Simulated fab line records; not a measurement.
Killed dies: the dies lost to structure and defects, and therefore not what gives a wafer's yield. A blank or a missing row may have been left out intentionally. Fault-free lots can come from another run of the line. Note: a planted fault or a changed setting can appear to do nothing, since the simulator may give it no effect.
What tool caused it? / flow n5-finfet / 27 wafers sampled from 9 lots at 1 step of a route of 1938

## WHAT EACH GAUGE READ, for each wafer
N5_BEOL_M10_INSPECT_58: inspects for defects (darkfield).
lot=L814; measured=day 11 14:55; on=defect-inspect-01; raw-defect-count=51 49 62
lot=L817; measured=day 12 04:11; on=defect-inspect-02; raw-defect-count=77 67 45
lot=L816; measured=day 12 09:14; on=defect-inspect-02; raw-defect-count=37 57 61
lot=L818; measured=day 12 21:59; on=defect-inspect-02; raw-defect-count=57 52 50
lot=L822; measured=day 14 05:11; on=defect-inspect-01; raw-defect-count=68 49 50
lot=L823; measured=day 14 05:38; on=defect-inspect-02; raw-defect-count=82 66 79
lot=L826; measured=day 14 12:27; on=defect-inspect-02; raw-defect-count=64 97 72
lot=L827; measured=day 15 05:19; on=defect-inspect-01; raw-defect-count=79 74 67
lot=L832; measured=day 16 08:13; on=defect-inspect-01; raw-defect-count=99 47 90

## EACH LOT AND THE TOOL THAT RAN IT (in order: tool; ch and the chambers of the sampled wafers; start)
There is no process step in the record ahead of these readings.

## THE ANSWER, worked out from the rows above alone
Rule: the usual values come from the lots themselves. Put in order of their means at a reading, lots are off if they are a third of the lots or fewer, leave a main group of 4 or more, and stand apart from it by a gap of 3 or more times the standard deviation of the main group's means; of several such gaps the widest counts. If all means in a main group match to the digits the tables above print for the reading, that group is not used. Also off: a lot with no number at a reading for which 4 or more lots have one. All remaining lots with rows at the step are treated as sound.
No lot is off at any reading shown: from this, nothing can be told.

## WHAT WAS PUT IN BY THE SIMULATOR
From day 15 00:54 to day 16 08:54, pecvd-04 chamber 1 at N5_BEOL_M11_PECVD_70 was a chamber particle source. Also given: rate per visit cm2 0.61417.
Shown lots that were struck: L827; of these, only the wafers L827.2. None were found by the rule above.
